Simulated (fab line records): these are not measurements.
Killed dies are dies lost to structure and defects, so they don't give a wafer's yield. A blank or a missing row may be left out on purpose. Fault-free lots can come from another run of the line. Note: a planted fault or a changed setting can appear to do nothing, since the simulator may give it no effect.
fab line records	flow n5_finfet
record: lots: 9	wafers: 27	last_day: 19
route steps=1938 shown FIN_SAQP@131 BEOL_M4@1111 PASSIVATION@1936
lots untouched by any fault: they come from a run of this same line in which no faults occurred
start_h: the number of hours between the record's first day and the start of the first shown wafer of the lot	wait_h: hours elapsed since this lot's preceding step	" repeats the value in the row above	L1.1+2: one row covering several wafers at once	- either no value or no given start	* or withheld: withheld	< > ~ a bound
route shown NAME@n: a module of which the file shows steps, and the number in the route of the first	usual: mean/standard deviation of fault-free wafers	same: alike in all rows	chamber/n: place in a boat	sites: per-site readings	_std_site: how widely they spread, as a standard deviation	_edge_site: the outer-site mean with the inner-site mean subtracted	radius_mm: how far each site lies from the wafer's centre	mask NAME#n: copy n	behind: tool/chamber where the wafer was last shaped	hold: reason for holding the lot/hours on hold/outcome of the hold	device: whichever transistor did not switch (one of n, p or np)	end of line: the route-end tests of the same wafers	where a step has no rows: the recipe by itself	killed: dies that structure and defects cost at the first sort, which is not the same as the wafer's yield	map: a wafer's dies, marking killed ones x, the rest . and places with no die _
set.NAME: setting as actually run; set.NAME@STEP: the setting as run at that earlier step	model.NAME: the simulator's own value behind a step, which no gauge read
a sample of lots followed through the steps of the route, with each step as a table and each wafer as a row
services: from which hour (start_h, from the record's first day; less than 0 if before it) a tool's chamber was out of use, for how many hours, and why
== steps ==
step: N5_FIN_SAQP_MANDREL_ETCH_58
recipe: chemistry: HBr/Cl2	target: a-Si	target_depth_a: 450	bt_time_s: 10	stop_on: SiNx	mask_material: SiO2	over_etch_frac: 0.8	time_s: 27	pressure_mtorr: 10	icp_w: 800	bias_w: 75	HBr_flow_sccm: 150	Cl2_flow_sccm: 80	ends: end_point
usual: drypump_motor_current_A: 5.74/0.22	oes_product_au: 0.698/0.013	throttle_valve_pct: 35.62/0.28
same: bt_time_s: 10	over_etch_frac: 0.8
lot.wafer	tool	chamber	start_h	wait_h	drypump_motor_current_A	oes_product_au	rf_hours_counter_h	throttle_valve_pct
L288.1	rie_si-03	1	24.59	0.0	5.61	0.682	130	35.74
L288.4	"	2	"	"	6.11	0.724	109	35.77
L288.6	"	2	"	"	6.09	0.713	-	35.78
L293.4	rie_si-05	3	54.37	0.0	5.77	0.698	-	35.73
L293.5	"	2	"	"	5.93	0.711	-	35.45
L293.6	"	1	"	"	5.67	0.697	-	35.10
L295.2	rie_si-05	1	65.89	0.0	5.65	0.701	4	35.12
L295.4	"	0	"	"	5.57	0.700	116	35.77
L295.5	"	1	"	"	5.67	0.700	-	35.11
L296.1	rie_si-03	2	72.22	0.0	6.13	0.716	110	35.77
L296.2	"	1	"	"	5.60	0.677	131	35.75
L296.4	"	0	"	"	5.82	0.695	97	35.69
L298.4	rie_si-05	2	84.64	0.0	5.91	0.716	175	35.44
L298.5	"	2	"	"	5.87	0.713	-	35.43
L298.6	"	1	"	"	5.65	0.703	-	35.11
L301.4	rie_si-03	0	102.36	0.0	5.80	0.688	-	35.70
L301.5	"	2	"	"	6.18	0.710	-	35.79
L301.6	"	1	"	"	5.61	0.685	-	35.75
L302.1	rie_si-05	3	108.09	0.0	5.77	0.689	69	35.76
L302.2	"	1	"	"	5.65	0.685	5	35.13
L302.4	"	2	"	"	5.89	0.704	-	35.46
L303.1	rie_si-05	0	114.13	0.0	5.57	0.686	117	35.77
L303.5	"	2	"	"	5.89	0.727	-	35.42
L303.6	"	1	"	"	5.66	0.702	-	35.11
L311.3	rie_si-05	2	163.26	0.0	5.88	0.716	177	35.45
L311.4	"	0	"	"	5.59	0.689	118	35.78
L311.5	"	1	"	"	5.64	0.692	-	35.12
step: N5_FIN_SAQP_SPACER2_ALD_28
recipe: material: SiO2	target_thk_a: 81	temp_c: 300	ald_precursor_family: BDEAS	ald_co_reactant: O2-plasma	pulse_time_s: 1	purge_time_s: 2	co_reactant_purge_time_s: 2	pressure_torr: 2
usual: heater_power_w: 488/38	precursor_pulse_height_rel: 0.999/0.02	susceptor_temp_C: 299.99/0.17
lot.wafer	tool	chamber	start_h	wait_h	heater_power_w	precursor_pulse_height_rel	susceptor_temp_C
L288.1	ald_sin-02	0	25.49	0.1	422	1.001	300.37
L288.4	"	2	"	"	462	0.998	299.79
L288.6	"	0	"	"	430	0.970	300.09
L293.4	ald_sin-04	3	55.17	0.1	548	1.015	300.00
L293.5	"	1	"	"	490	1.044	299.91
L293.6	"	0	"	"	513	0.994	300.32
L295.2	ald_sin-02	0	67.11	0.1	437	0.983	300.01
L295.4	"	3	"	"	455	0.999	300.08
L295.5	"	0	"	"	428	1.000	300.18
L296.1	ald_sin-04	2	73.05	0.1	536	0.996	299.79
L296.2	"	1	"	"	501	1.013	300.24
L296.4	"	0	"	"	507	1.005	300.19
L298.4	ald_sin-02	3	85.60	0.1	476	0.992	299.77
L298.5	"	0	"	"	427	0.983	299.78
L298.6	"	3	"	"	475	1.012	300.33
L301.4	ald_sin-02	0	103.16	0.1	430	0.979	300.06
L301.5	"	3	"	"	476	1.033	299.82
L301.6	"	2	"	"	476	0.997	299.97
L302.1	ald_sin-04	1	108.92	0.1	488	1.015	300.03
L302.2	"	3	"	"	511	1.035	292.02
L302.4	"	0	"	"	504	1.026	299.84
L303.1	ald_sin-01	2	114.97	0.1	450	0.957	299.82
L303.5	"	0	"	"	436	0.946	299.90
L303.6	"	1	"	"	487	0.999	299.91
L311.3	ald_sin-02	2	164.14	0.1	482	0.989	300.25
L311.4	"	0	"	"	423	1.020	299.93
L311.5	"	0	"	"	428	1.004	300.07
step: N5_FIN_SAQP_CD_MEAS_31
recipe: target_cd_nm: 8	landing_energy_ev: 1000	detector: se_inlens	polarity: line
usual: cd_nm: 8.07/0.23
lot.wafer	tool	chamber	start_h	wait_h	cd_nm
L288.1	cd_sem-02	0	26.08	0.1	8.19
L288.4	"	0	"	"	8.32
L288.6	"	0	"	"	8.15
L293.4	cd_sem-03	0	55.71	0.0	7.95
L293.5	"	0	"	"	8.31
L293.6	"	0	"	"	8.26
L295.2	cd_sem-01	0	67.65	0.1	8.07
L295.4	"	0	"	"	8.27
L295.5	"	0	"	"	8.22
L296.1	cd_sem-03	0	73.57	0.1	8.11
L296.2	"	0	"	"	7.95
L296.4	"	0	"	"	8.52
L298.4	cd_sem-03	0	86.13	0.1	8.11
L298.5	"	0	"	"	7.77
L298.6	"	0	"	"	7.59
L301.4	cd_sem-01	0	103.69	0.0	8.06
L301.5	"	0	"	"	8.06
L301.6	"	0	"	"	8.37
L302.1	cd_sem-01	0	109.53	0.1	8.20
L302.2	"	0	"	"	8.38
L302.4	"	0	"	"	8.39
L303.1	cd_sem-02	0	115.58	0.1	8.09
L303.5	"	0	"	"	7.71
L303.6	"	0	"	"	7.95
L311.3	cd_sem-02	0	164.72	0.1	8.23
L311.4	"	0	"	"	7.97
L311.5	"	0	"	"	7.77
step: N5_FIN_SAQP_ETCH_34
recipe: chemistry: C4F6/O2	target: SiO2	target_depth_a: 450	time_s: 15	ion_energy_ev: 250	pressure_mtorr: 30	source_w: 345	bias_w: 185	Ar_flow_sccm: 300	C4F6_flow_sccm: 10	O2_flow_sccm: 10	ends: cleared
usual: drypump_motor_current_A: 5.7/0.32	etch_rf_on_time_s: 15.0/0.36	oes_product_au: 0.66/0.081	rf_vpp_V: 669/9.9	showerhead_plenum_p_Torr: 2.85/0.13	throttle_valve_pct: 21.19/0.16
lot.wafer	tool	chamber	start_h	wait_h	drypump_motor_current_A	etch_rf_on_time_s	oes_product_au	rf_hours_counter_h	rf_vpp_V	showerhead_plenum_p_Torr	throttle_valve_pct
L288.1	rie_diel-03	0	26.22	0.0	5.7	14.9	0.68	107	682	2.64	21.09
L288.4	"	1	"	"	5.8	15.3	0.59	195	653	2.93	21.00
L288.6	"	1	"	"	5.8	15.2	0.59	-	652	2.93	21.02
L293.4	rie_diel-03	1	55.81	0.0	5.8	15.3	0.59	207	654	2.93	21.03
L293.5	"	0	"	"	5.8	15.1	0.67	-	681	2.63	21.11
L293.6	"	3	"	"	5.5	15.4	0.61	-	681	2.96	21.18
L295.2	rie_diel-05	1	67.77	0.0	5.5	14.4	0.83	9	677	2.91	21.19
L295.4	"	2	"	"	5.8	14.2	0.68	115	676	2.65	21.38
L295.5	"	3	"	"	4.9	14.6	0.85	-	663	3.03	20.96
L296.1	rie_diel-03	1	73.69	0.0	5.8	15.3	0.58	213	654	2.93	21.02
L296.2	"	2	"	"	5.6	15.4	0.64	135	662	2.89	21.14
L296.4	"	3	"	"	5.5	15.5	0.60	198	680	2.95	21.19
L298.4	rie_diel-03	0	86.25	0.0	5.7	15.1	0.65	130	680	2.63	21.13
L298.5	"	1	"	"	5.8	15.2	0.58	-	652	2.93	21.03
L298.6	"	0	"	"	5.7	15.0	0.66	-	682	2.63	21.13
L301.4	rie_diel-03	0	103.85	0.0	5.7	15.0	0.65	137	681	2.62	21.15
L301.5	"	1	"	"	5.8	15.4	0.58	-	654	2.92	21.04
L301.6	"	0	"	"	5.7	15.2	0.65	-	681	2.62	21.14
L302.1	rie_diel-05	3	109.65	0.0	4.9	14.9	0.79	20	663	3.02	20.99
L302.2	"	2	"	"	5.8	14.4	0.67	132	676	2.64	21.39
L302.4	"	0	"	"	5.4	14.8	0.62	217	661	2.80	21.24
L303.1	rie_diel-03	1	115.73	0.0	5.8	15.4	0.57	228	651	2.92	21.05
L303.5	"	2	"	"	5.6	15.4	0.63	-	662	2.88	21.20
L303.6	"	1	"	"	5.8	15.3	0.57	-	652	2.92	21.04
L311.3	rie_diel-04	2	164.89	0.0	5.9	14.8	0.75	40	673	2.79	21.11
L311.4	"	3	"	"	6.5	14.8	0.59	226	662	2.80	21.49
L311.5	"	0	"	"	6.2	14.6	0.78	-	670	3.04	21.44
step: N5_BEOL_M4_RC_MEAS_101
usual: DIBL_N: 35.3/1.8	DIBL_P: 35.2/2.2	IOFF_N: 0.144/0.029	IOFF_P: 0.19/0.031	ION_N: 670/12	ION_P: 460/7.6	SS_N: 71.2/0.62	SS_P: 73.0/0.69	VT_N: 251/3.4	VT_P: -251.4/2.6
lot.wafer	tool	chamber	start_h	wait_h	DIBL_N[mV/V]	DIBL_P[mV/V]	IOFF_N[nA/um]	IOFF_P[nA/um]	ION_N[uA/um]	ION_P[uA/um]	SS_N[mV/dec]	SS_P[mV/dec]	VT_N[mV]	VT_P[mV]
L288.1	prober-01	0	171.73	0.0	35.7	34.0	0.122	0.17	655	454	71.6	73.3	256	-253.7
L288.4	"	0	"	"	35.0	33.2	0.117	0.17	663	458	71.0	72.6	254	-252.2
L288.6	"	0	"	"	37.2	35.5	0.147	0.20	672	464	71.9	74.1	252	-250.0
L293.4	prober-01	0	214.49	0.5	34.8	36.2	0.127	0.20	653	454	71.4	72.9	254	-250.2
L293.5	"	0	"	"	35.2	35.8	0.147	0.21	681	466	71.2	72.8	250	-248.6
L293.6	"	0	"	"	36.5	36.3	0.163	0.22	674	463	71.6	73.6	247	-250.3
L295.2	prober-02	0	237.39	0.2	35.3	35.4	0.144	0.20	670	469	71.5	73.3	250	-250.0
L295.4	"	0	"	"	33.4	32.8	0.116	0.16	660	461	70.9	72.2	254	-254.0
L295.5	"	0	"	"	33.2	33.2	0.124	0.18	668	460	70.3	72.4	249	-250.6
L296.1	prober-02	0	238.17	0.2	31.7	32.1	0.103	0.14	658	455	70.2	72.0	257	-255.7
L296.2	"	0	"	"	35.2	36.9	0.156	0.21	673	461	71.4	73.1	251	-253.1
L296.4	"	0	"	"	35.5	36.9	0.157	0.20	679	462	71.3	73.4	249	-249.9
L298.4	prober-01	0	245.55	0.5	34.7	33.6	0.141	0.17	678	466	70.9	72.3	249	-251.2
L298.5	"	0	"	"	34.1	32.5	0.115	0.15	661	458	70.4	71.8	253	-253.0
L298.6	"	0	"	"	33.8	33.2	0.123	0.15	680	466	70.3	72.3	252	-252.5
L301.4	prober-01	0	247.36	0.5	34.3	33.8	0.124	0.18	679	469	71.9	72.3	254	-251.6
L301.5	"	0	"	"	36.0	36.2	0.150	0.21	687	471	72.0	72.4	249	-249.7
L301.6	"	0	"	"	36.5	36.8	0.172	0.24	688	470	71.8	73.6	247	-248.1
L302.1	prober-01	0	277.36	0.0	35.1	34.1	0.134	0.17	676	463	71.4	71.9	252	-254.0
L302.2	"	0	"	"	38.5	38.3	0.189	0.22	684	460	71.7	74.3	246	-252.9
L302.4	"	0	"	"	37.7	36.9	0.171	0.19	674	457	72.1	73.1	247	-252.8
L303.1	prober-02	0	280.20	0.0	36.3	37.2	0.165	0.22	667	458	71.3	73.8	249	-248.6
L303.5	"	0	"	"	37.0	37.8	0.197	0.23	681	462	71.4	73.9	245	-246.4
L303.6	"	0	"	"	35.9	36.7	0.163	0.21	681	460	71.2	74.2	250	-248.7
L311.3	prober-01	0	341.91	0.3	35.6	34.8	0.137	0.18	667	456	71.4	73.4	254	-254.8
L311.4	"	0	"	"	40.4	40.9	0.234	0.28	680	461	73.2	74.8	244	-247.3
L311.5	"	0	"	"	37.9	37.7	0.171	0.23	670	460	72.4	74.4	247	-250.3
step: N5_PASSIVATION_PROBE_49
usual: defect_limited_yield: 91.0/1.4	killed_at_M0_to_M3: 36/10	killed_at_M4_up: 15/5	killed_at_contacts: 12/6.1	killed_at_front_end: 40/13	killed_at_other: 3.8/2.9	killed_dies: 106/16	killed_on_rim: 14/4.1	killed_open: 68/12	killed_short: 35/8.2	sort_bin_5_function: 5.2/0.9	sort_bin_6_memory: 3.4/0.71	sort_bin_8_speed: 0.0/0.46	sort_n_pass: 1073/17	sort_yield_pct: 91.0/1.5
same: gross_dies: 1180	killed_at_back_side: 0	sort_bin_4_leakage[%]: 0
lot.wafer	tool	chamber	start_h	wait_h	defect_limited_yield[%]	killed_at_M0_to_M3	killed_at_M4_up	killed_at_contacts	killed_at_front_end	killed_at_other	killed_dies	killed_on_rim	killed_open	killed_short	sort_bin_5_function[%]	sort_bin_6_memory[%]	sort_bin_8_speed[%]	sort_n_pass	sort_yield_pct[%]
L288.1	prober-01	-	282.25	0.0	91.1	26	18	24	34	3	105	16	68	34	5.7	3.0	0	1075	91.1
L288.4	prober-01	-	282.40	0.2	90.7	27	17	21	40	5	110	12	78	29	5.1	4.1	0	1070	90.7
L288.6	prober-01	-	282.50	0.3	91.1	28	16	17	38	6	105	11	59	44	5.3	3.3	0	1075	91.1
L293.4	prober-02	-	336.46	0.2	90.5	40	9	18	41	4	112	15	68	43	5.2	4.0	0.1	1067	90.4
L293.5	prober-02	-	336.51	0.2	91.0	40	19	18	22	7	106	15	69	36	5.7	3.2	0	1074	91.0
L293.6	prober-02	-	336.56	0.3	90.4	38	14	18	36	7	113	19	73	37	5.6	3.7	0	1067	90.4
L296.1	prober-01	-	355.54	0.0	92.2	27	8	19	37	1	92	10	58	32	4.6	3.0	0	1088	92.2
L296.2	prober-01	-	355.59	0.1	91.7	23	16	15	44	0	98	14	69	26	4.4	3.6	0	1082	91.7
L296.4	prober-01	-	355.69	0.2	89.7	42	13	22	44	0	121	17	81	35	6.1	3.8	0	1059	89.7
L295.2	prober-02	-	363.11	0.1	92.3	29	21	13	25	3	91	14	68	21	4.2	3.2	0	1089	92.3
L295.4	prober-02	-	363.21	0.2	89.9	35	25	12	44	3	119	13	76	41	5.8	3.7	0	1061	89.9
L295.5	prober-02	-	363.26	0.2	90.5	34	27	16	33	2	112	19	80	32	5.6	3.7	0	1068	90.5
L298.4	prober-02	-	364.57	0.2	93.1	34	7	14	25	1	81	14	53	27	4.7	1.9	0	1099	93.1
L298.5	prober-02	-	364.62	0.2	92.3	30	22	13	22	4	91	13	62	27	4.7	2.7	0	1089	92.3
L298.6	prober-02	-	364.67	0.3	90.9	44	15	18	28	2	107	19	69	38	4.7	3.7	0	1073	90.9
L301.4	prober-01	-	377.64	0.9	91.2	35	14	8	41	6	104	15	68	34	5.1	3.6	0	1076	91.2
L301.5	prober-01	-	377.69	0.9	91.9	28	12	15	37	4	96	15	68	27	4.9	3.1	0	1084	91.9
L301.6	prober-01	-	377.74	1.0	91.8	25	17	4	47	4	97	12	66	29	4.9	3.0	0	1083	91.8
L302.1	prober-01	-	392.30	0.0	88.1	57	10	10	58	6	141	19	96	43	6.6	4.8	0	1039	88.1
L302.2	prober-01	-	392.35	0.1	90.8	40	14	7	43	4	108	16	74	28	5.9	2.4	0	1072	90.8
L302.4	prober-01	-	392.45	0.2	90.9	41	16	10	31	9	107	12	73	31	5.5	3.2	0	1073	90.9
L303.1	prober-02	-	395.74	0.0	92.3	37	18	11	25	0	91	13	67	20	4.7	2.5	0	1089	92.3
L303.5	prober-02	-	395.94	0.2	92.2	53	12	3	23	1	92	11	67	20	5.0	2.5	0	1088	92.2
L303.6	prober-02	-	395.99	0.3	89.8	44	23	19	25	9	120	15	91	29	6.4	3.5	0	1060	89.8
L311.3	prober-02	-	452.92	0.1	91.5	42	17	11	25	5	100	7	69	28	4.5	3.2	0	1080	91.5
L311.4	prober-02	-	452.97	0.2	89.8	27	12	9	70	2	120	13	73	46	5.7	4.0	0	1060	89.8
L311.5	prober-02	-	453.02	0.2	92.3	31	18	4	32	6	91	18	67	21	4.8	2.8	0	1089	92.3
killed by level:class
L288.1 MOL_CONTACT_COAG:geometric_particle:open=18 STI_FIN_REVEAL:geometric_particle:open=8 BEOL_M0_SAQP:geometric_particle:short=8 BEOL_M4:geometric_particle:short=7 MOL_CONTACT_COAG:geometric_particle:short=6 BEOL_M3:geometric_particle:open=6 FIN_SAQP:geometric_particle:open=4 GATE_CUT:geometric_particle:open=4
L288.4 STI_FIN_REVEAL:geometric_particle:open=24 MOL_CONTACT_COAG:geometric_particle:open=14 BEOL_M2:geometric_particle:open=9 BEOL_M1:geometric_particle:open=8 MOL_CONTACT_COAG:geometric_particle:short=7 BEOL_M4:geometric_particle:open=7 BEOL_M5:geometric_particle:open=6 FIN_SAQP:geometric_particle:short=4
L288.6 MOL_CONTACT_COAG:geometric_particle:open=12 BEOL_M0_SAQP:geometric_particle:short=8 BEOL_M0_SAQP:geometric_particle:open=7 FIN_SAQP:geometric_particle:short=6 ILD0:geometric_particle:short=5 GATE_CUT:geometric_particle:short=5 MOL_CONTACT_COAG:geometric_particle:short=5 BEOL_M1:geometric_particle:open=5
L293.4 MOL_CONTACT_COAG:geometric_particle:open=13 BEOL_M2:geometric_particle:open=11 FIN_SAQP:geometric_particle:open=9 BEOL_M0_SAQP:geometric_particle:open=8 BEOL_M3:geometric_particle:open=7 STI_FIN_REVEAL:geometric_particle:open=5 MOL_CONTACT_COAG:geometric_particle:short=5 BEOL_M0_SAQP:geometric_particle:short=5
L293.5 MOL_CONTACT_COAG:geometric_particle:open=16 BEOL_M4:geometric_particle:open=11 BEOL_M0_SAQP:geometric_particle:short=11 BEOL_M1:geometric_particle:open=11 BEOL_M0_SAQP:geometric_particle:open=6 FIN_SAQP:geometric_particle:short=5 BEOL_M2:geometric_particle:open=5 BEOL_M2:geometric_particle:short=4
L293.6 MOL_CONTACT_COAG:geometric_particle:open=14 FIN_SAQP:geometric_particle:short=10 BEOL_M0_SAQP:geometric_particle:open=10 FIN_SAQP:geometric_particle:open=9 BEOL_M3:geometric_particle:open=9 BEOL_M2:geometric_particle:open=7 ILD0:geometric_particle:open=5 BEOL_M2:geometric_particle:short=4
L296.1 MOL_CONTACT_COAG:geometric_particle:open=14 BEOL_M1:geometric_particle:open=7 BEOL_M2:geometric_particle:open=7 FIN_SAQP:geometric_particle:open=5 ILD0:geometric_particle:short=5 STI_FIN_REVEAL:geometric_particle:open=5 DUMMY_GATE:geometric_particle:open=5 MOL_CONTACT_COAG:geometric_particle:short=5
L296.2 FIN_SAQP:geometric_particle:short=11 MOL_CONTACT_COAG:geometric_particle:open=11 STI_FIN_REVEAL:geometric_particle:open=9 BEOL_M1:geometric_particle:open=7 BEOL_M0_SAQP:geometric_particle:open=5 BEOL_M2:geometric_particle:open=5 DUMMY_GATE:geometric_particle:open=4 MOL_CONTACT_COAG:geometric_particle:short=4
L296.4 MOL_CONTACT_COAG:geometric_particle:open=16 STI_FIN_REVEAL:geometric_particle:open=11 BEOL_M0_SAQP:geometric_particle:short=10 BEOL_M2:geometric_particle:open=10 FIN_SAQP:geometric_particle:open=8 BEOL_M1:geometric_particle:open=8 MOL_CONTACT_COAG:geometric_particle:short=6 FIN_SAQP:geometric_particle:short=5
L295.2 MOL_CONTACT_COAG:geometric_particle:open=11 BEOL_M4:geometric_particle:open=11 BEOL_M3:geometric_particle:open=8 BEOL_M2:geometric_particle:open=6 BEOL_M5:geometric_particle:open=5 FIN_SAQP:geometric_particle:open=4 STI_FIN_REVEAL:geometric_particle:open=4 GATE_CUT:geometric_particle:short=4
L295.4 BEOL_M4:geometric_particle:open=15 STI_FIN_REVEAL:geometric_particle:open=12 BEOL_M0_SAQP:geometric_particle:short=12 MOL_CONTACT_COAG:geometric_particle:open=10 BEOL_M0_SAQP:geometric_particle:open=8 FIN_SAQP:geometric_particle:short=6 BEOL_M3:geometric_particle:open=5 FIN_SAQP:geometric_particle:open=4
L295.5 MOL_CONTACT_COAG:geometric_particle:open=15 BEOL_M1:geometric_particle:open=9 BEOL_M4:geometric_particle:open=9 BEOL_M3:geometric_particle:open=7 FIN_SAQP:geometric_particle:short=6 FIN_SAQP:geometric_particle:open=6 GATE_CUT:geometric_particle:short=6 BEOL_M0_SAQP:geometric_particle:open=6
L298.4 MOL_CONTACT_COAG:geometric_particle:open=10 BEOL_M2:geometric_particle:open=9 BEOL_M0_SAQP:geometric_particle:open=7 FIN_SAQP:geometric_particle:short=6 BEOL_M0_SAQP:geometric_particle:short=6 BEOL_M1:geometric_particle:open=5 FIN_SAQP:geometric_particle:open=4 MOL_CONTACT_COAG:geometric_particle:short=4
L298.5 MOL_CONTACT_COAG:geometric_particle:open=9 STI_FIN_REVEAL:geometric_particle:open=7 BEOL_M0_SAQP:geometric_particle:short=7 BEOL_M1:geometric_particle:open=7 BEOL_M4:geometric_particle:open=7 BEOL_M0_SAQP:geometric_particle:open=5 BEOL_M2:geometric_particle:open=5 MOL_CONTACT_COAG:geometric_particle:short=4
L298.6 MOL_CONTACT_COAG:geometric_particle:open=15 BEOL_M1:geometric_particle:open=9 BEOL_M2:geometric_particle:open=9 BEOL_M4:geometric_particle:open=9 STI_FIN_REVEAL:geometric_particle:open=8 FIN_SAQP:geometric_particle:short=7 BEOL_M3:geometric_particle:short=6 BEOL_M0_SAQP:geometric_particle:open=5
L301.4 BEOL_M2:geometric_particle:open=12 BEOL_M3:geometric_particle:open=10 FIN_SAQP:geometric_particle:short=9 STI_FIN_REVEAL:geometric_particle:open=6 MOL_CONTACT_COAG:geometric_particle:open=6 FIN_SAQP:geometric_particle:open=5 BEOL_M0_SAQP:geometric_particle:short=5 BEOL_M4:geometric_particle:open=5
L301.5 DUMMY_GATE:geometric_particle:open=13 MOL_CONTACT_COAG:geometric_particle:open=12 BEOL_M2:geometric_particle:open=8 STI_FIN_REVEAL:geometric_particle:open=7 BEOL_M3:geometric_particle:open=7 STI_FIN_REVEAL:geometric_particle:short=5 BEOL_M1:geometric_particle:open=4 BEOL_M4:geometric_particle:open=4
L301.6 STI_FIN_REVEAL:geometric_particle:open=14 FIN_SAQP:geometric_particle:open=9 BEOL_M4:geometric_particle:open=7 DUMMY_GATE:geometric_particle:open=7 BEOL_M2:geometric_particle:open=6 FIN_SAQP:geometric_particle:short=4 SPACER0:geometric_particle:open=3 MOL_CONTACT_COAG:geometric_particle:open=3
L302.1 BEOL_M2:geometric_particle:open=21 STI_FIN_REVEAL:geometric_particle:open=15 FIN_SAQP:geometric_particle:open=11 FIN_SAQP:geometric_particle:short=10 BEOL_M0_SAQP:geometric_particle:open=9 BEOL_M1:geometric_particle:open=9 MOL_CONTACT_COAG:geometric_particle:open=8 GATE_CUT:geometric_particle:short=7
L302.2 BEOL_M2:geometric_particle:open=18 STI_FIN_REVEAL:geometric_particle:open=9 BEOL_M0_SAQP:geometric_particle:open=9 MOL_CONTACT_COAG:geometric_particle:open=7 BEOL_M4:geometric_particle:open=7 GATE_CUT:geometric_particle:short=6 STI_FIN_REVEAL:geometric_particle:short=5 DUMMY_GATE:geometric_particle:open=5
L302.4 MOL_CONTACT_COAG:geometric_particle:open=10 STI_FIN_REVEAL:geometric_particle:open=9 BEOL_M4:geometric_particle:open=9 BEOL_M0_SAQP:geometric_particle:short=8 BEOL_M1:geometric_particle:open=8 BEOL_M3:geometric_particle:open=8 BEOL_M0_SAQP:geometric_particle:open=7 BEOL_M2:geometric_particle:open=6
L303.1 BEOL_M3:geometric_particle:open=12 MOL_CONTACT_COAG:geometric_particle:open=8 BEOL_M1:geometric_particle:open=8 BEOL_M4:geometric_particle:open=7 DUMMY_GATE:geometric_particle:open=5 BEOL_M0_SAQP:geometric_particle:short=5 BEOL_M2:geometric_particle:open=5 FIN_SAQP:geometric_particle:short=4
L303.5 BEOL_M2:geometric_particle:open=19 BEOL_M3:geometric_particle:open=17 BEOL_M1:geometric_particle:open=7 BEOL_M2:geometric_particle:short=5 ILD0:geometric_particle:open=3 MOL_CONTACT_COAG:geometric_particle:open=3 BEOL_M5:geometric_particle:open=3 BEOL_M10:geometric_particle:open=3
L303.6 MOL_CONTACT_COAG:geometric_particle:open=18 BEOL_M4:geometric_particle:open=16 BEOL_M2:geometric_particle:open=14 BEOL_M3:geometric_particle:open=9 BEOL_M1:geometric_particle:open=7 GATE_CUT:geometric_particle:short=5 BEOL_M0_SAQP:geometric_particle:open=5 ILD0:geometric_particle:short=4
L311.3 BEOL_M0_SAQP:geometric_particle:open=11 STI_FIN_REVEAL:geometric_particle:open=10 BEOL_M2:geometric_particle:open=10 MOL_CONTACT_COAG:geometric_particle:open=9 BEOL_M0_SAQP:geometric_particle:short=9 BEOL_M4:geometric_particle:open=8 FIN_SAQP:geometric_particle:short=4 GATE_CUT:geometric_particle:short=4
L311.4 STI_FIN_REVEAL:geometric_particle:open=16 FIN_SAQP:geometric_particle:short=13 FIN_SAQP:geometric_particle:open=12 GATE_CUT:geometric_particle:short=11 MOL_CONTACT_COAG:geometric_particle:open=8 BEOL_M4:geometric_particle:open=7 BEOL_M0_SAQP:geometric_particle:short=6 BEOL_M0_SAQP:geometric_particle:open=6
L311.5 STI_FIN_REVEAL:geometric_particle:open=13 BEOL_M3:geometric_particle:open=9 BEOL_M4:geometric_particle:open=9 BEOL_M0_SAQP:geometric_particle:open=8 BEOL_M0_SAQP:geometric_particle:short=6 FIN_SAQP:geometric_particle:open=4 GATE_CUT:geometric_particle:short=4 MOL_CONTACT_COAG:geometric_particle:open=4
== services ==
tool	chamber	start_h	hours	kind
ald_sin-01	1	5.01	2.1	repair
ald_sin-04	0	8.09	-	clean
ald_sin-04	1	8.09	-	clean
ald_sin-04	2	8.09	-	clean
ald_sin-04	3	8.09	-	clean
rie_si-05	0	15.89	1.3	repair
rie_si-03	-	26.09	2.8	pm
rie_si-03	0	30.35	5.1	repair
ald_sin-01	1	53.47	5.8	repair
rie_si-05	0	53.87	3.9	repair
ald_sin-04	1	63.54	2.9	repair
ald_sin-04	2	64.22	4.0	repair
ald_sin-02	1	65.88	6.1	repair
ald_sin-01	0	78.08	1.3	repair
rie_si-03	3	90.02	-	clean
rie_si-05	0	105.60	3.3	repair
rie_diel-04	2	111.08	2.3	repair
rie_diel-04	0	114.22	9.2	repair
rie_diel-05	1	122.72	2.8	repair
rie_diel-04	0	124.38	7.7	repair
rie_diel-03	0	133.02	5.2	repair
rie_diel-04	3	151.07	9.0	repair
rie_si-03	0	152.81	23.6	repair
ald_sin-04	2	159.43	13.7	repair
== key ==
first_sign: step: N5_FIN_SAQP_SPACER2_ALD_28	reading: susceptor_temp_C	direction: down	sigmas: 48	usual: *	struck: *
effect none on later readings
met_at N5_FIN_SAQP_SPACER2_ALD_28
struck_lots L302
struck_wafers L302.2
not_acting_at N5_FIN_SAQP_MANDREL_ETCH_58,N5_FIN_SAQP_CD_MEAS_31,N5_FIN_SAQP_ETCH_34
onset_between 55.17 108.92
fault: kind: process_parameter_drift	tool: ald_sin-04	chamber: 3	onset_h: 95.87	steps: N5_FIN_SAQP_SPACER2_ALD_28	channel: temp_c	offset: *	shape: step	end_h: 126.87	acts_in: *	stated: *
